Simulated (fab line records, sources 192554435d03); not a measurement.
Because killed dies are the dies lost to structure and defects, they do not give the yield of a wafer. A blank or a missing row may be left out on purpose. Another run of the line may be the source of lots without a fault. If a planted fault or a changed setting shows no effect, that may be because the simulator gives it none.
Chamber matching / flow n5 finfet / 3 sister chambers for N5_MOL_CONTACT_COAG_CO_FILL_22 on cvd co-02
The step material Co, precursor CCTBA/H2, target thk 20 nm. 20 wafers are shown with their chamber, then 10 later ones without.

WAFERS WITH THEIR CHAMBER
wafer=L076.1; chamber=0; heater power w (W)=227
wafer=L076.2; chamber=1; heater power w (W)=208
wafer=L076.4; chamber=1; heater power w (W)=215
wafer=L081.1; chamber=2; heater power w (W)=231
wafer=L081.2; chamber=0; heater power w (W)=226
wafer=L081.6; chamber=0; heater power w (W)=221
wafer=L082.2; chamber=0; heater power w (W)=227
wafer=L082.5; chamber=0; heater power w (W)=226
wafer=L082.6; chamber=2; heater power w (W)=229
wafer=L083.1; chamber=2; heater power w (W)=239
wafer=L083.3; chamber=0; heater power w (W)=223
wafer=L083.5; chamber=1; heater power w (W)=202
wafer=L085.3; chamber=1; heater power w (W)=200
wafer=L085.4; chamber=0; heater power w (W)=221
wafer=L085.5; chamber=1; heater power w (W)=205
wafer=L087.3; chamber=0; heater power w (W)=218
wafer=L087.5; chamber=1; heater power w (W)=208
wafer=L087.6; chamber=2; heater power w (W)=227
wafer=L088.1; chamber=0; heater power w (W)=228
wafer=L088.3; chamber=2; heater power w (W)=227

SIGNATURES, as means of the wafers listed above
reading=heater power w; chamber 0=224.11; chamber 1=206.33; chamber 2=230.60; scatter within a chamber=4.46
Rule: a wafer's distance from a chamber is the root of the sum, over the readings, of the square of ((its reading less the chamber's mean) divided by the reading's scatter). If the next closest chamber is less than 2 further off than the closest, the wafer can't be placed; otherwise it belongs to the closest. The scatter: the root of (the sum of the squares of (reading less its chamber's mean) over the shown wafers, divided by (wafers less chambers)).

WAFERS WITHOUT THEIR CHAMBER
wafer=L088.4; heater power w (W)=228
wafer=L092.1; heater power w (W)=202
wafer=L092.2; heater power w (W)=229
wafer=L092.3; heater power w (W)=222
wafer=L095.1; heater power w (W)=225
wafer=L095.2; heater power w (W)=206
wafer=L095.3; heater power w (W)=223
wafer=L095.4; heater power w (W)=223
wafer=L095.5; heater power w (W)=207
wafer=L095.6; heater power w (W)=235

CHAMBER TAKEN BY EACH
wafer=L088.4; from the rows above=can't be placed: 2 or 0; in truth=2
wafer=L092.1; from the rows above=1; in truth=1
wafer=L092.2; from the rows above=can't be placed: 2 or 0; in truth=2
wafer=L092.3; from the rows above=can't be placed: 0 or 2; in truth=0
wafer=L095.1; from the rows above=can't be placed: 0 or 2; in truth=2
wafer=L095.2; from the rows above=1; in truth=1
wafer=L095.3; from the rows above=can't be placed: 0 or 2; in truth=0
wafer=L095.4; from the rows above=can't be placed: 0 or 2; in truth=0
wafer=L095.5; from the rows above=1; in truth=1
wafer=L095.6; from the rows above=can't be placed: 2 or 0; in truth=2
Placed correctly: 3 of 10. Unplaceable from these rows: 7, with the true chamber sitting among the candidates in 7. Number placed wrongly: 0.
